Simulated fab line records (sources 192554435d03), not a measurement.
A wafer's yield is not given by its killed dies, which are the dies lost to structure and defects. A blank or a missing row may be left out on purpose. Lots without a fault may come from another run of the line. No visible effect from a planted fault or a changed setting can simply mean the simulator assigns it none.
Struck lot and sound lot, side by side :: flow n5-finfet :: 15 steps out of a route of 1938
Sound: these wafers, L160.1, L160.4, L160.5. Struck: wafer L166.6 (left out: L166.2, L166.3 of the same lot, which were not struck); the cause appears at the end.
At each step with rows: each side's tool, then ch and its chambers, then its first start. Under that, the readings that differ: sound wafers :: struck wafers :: difference of the means :: sigmas: that difference in standard deviations of wafers without a fault.
alike: words and numbers the same on both sides, and readings whose means are apart by under 2 such deviations; not compared: readings that were withheld, readings missing a value for some wafer, numbers with overlapping values and no deviation given by the record, and bounds like >300 which may hide the same value.
The two part at a step that has a row with sigmas, a row that says differs or no value, or rows on one side only. Non-overlapping numbers with no deviation appear without sigmas and do not part them. A reading missing from all wafers of one side parts the sides only when that side holds two or more wafers.

first, 7 steps without rows for these wafers: N5_BEOL_M12_COAT_22 (resist thk 300 nm); N5_BEOL_M12_EBR_24; N5_BEOL_M12_SOFTBAKE_23 (time 60 s); N5_BEOL_M12_EXPOSE_25 (exposes mask M12); N5_BEOL_M12_PEB_26 (peb time 90 s); N5_BEOL_M12_DEVELOP_27 (develop time 45 s); N5_BEOL_M12_HARDBAKE_32 (time 120 s).
N5_BEOL_M12_CD_MEAS_28: the cd target is 160.2 nm.
  sound on cd-sem-01 ch 0, day 14 06:58; struck on cd-sem-01 ch 0, day 16 10:10
  alike: cd-nm
N5_BEOL_M12_OVL_MEAS_29:
  sound on overlay-01 ch 0, day 14 06:59; struck on overlay-01 ch 0, day 16 10:11
reading: M12_OVL (nm)
sound: 5 6 3
struck: -6
difference: -11
sigmas: -2
N5_BEOL_M12_INSPECT_30: inspects for defects (macro).
  sound on defect-inspect-02, day 14 07:01; struck on defect-inspect-02, day 16 10:13
  alike: raw-defect-count
N5_BEOL_M12_DESCUM_33: chemistry O2, time 7.9 s.
  sound on rie-diel-03 ch 0,2, day 14 07:05; struck on rie-diel-03 ch 2, day 16 10:20
  alike: bias-power-w, drypump-motor-current-A, oes-product-au, rf-vpp-V, showerhead-plenum-p-Torr, throttle-valve-pct
  not compared: rf-hours-counter-h
N5_BEOL_M12_ETCH_67: etches SiARC in CF4, target depth 143 nm, time 238.3 s.
  sound on rie-diel-03 ch 0,2, day 14 07:07; struck on rie-diel-03 ch 2, day 16 10:23
  alike: drypump-motor-current-A, etch-rf-on-time-s, oes-product-au, rf-vpp-V, showerhead-plenum-p-Torr, throttle-valve-pct
  not compared: rf-hours-counter-h
N5_BEOL_M12_ETCH_68: etches SOC in N2/H2, time 285 s.
  sound on rie-diel-03 ch 0,2, day 14 07:16; struck on rie-diel-03 ch 2, day 16 10:31
reading: run-length-s (s)
sound: 308.0 308.6 308.6
struck: 226.9
difference: -81.5
sigmas: -99 or more

reading: model.SiARC_of_BEOL_M12_COAT_66.thk-nm (nm)
sound: 85.2 85.8 85.4
struck: 92.6
difference: +7.1
sigmas: 
  alike: drypump-motor-current-A, oes-product-au, rf-vpp-V, showerhead-plenum-p-Torr, throttle-valve-pct
  not compared: rf-hours-counter-h
then, 1 step without rows for these wafers: N5_BEOL_M12_STRIP_69 (strips in N2/H2).
N5_PASSIVATION_PROBE_49:
  the record has rows for the sound wafers here (prober-01, day 16 02:49) and none for the struck ones

WHERE THEY PART
First at N5_BEOL_M12_OVL_MEAS_29; last, within this record, at N5_PASSIVATION_PROBE_49.

WHY: the cause the simulator had injected
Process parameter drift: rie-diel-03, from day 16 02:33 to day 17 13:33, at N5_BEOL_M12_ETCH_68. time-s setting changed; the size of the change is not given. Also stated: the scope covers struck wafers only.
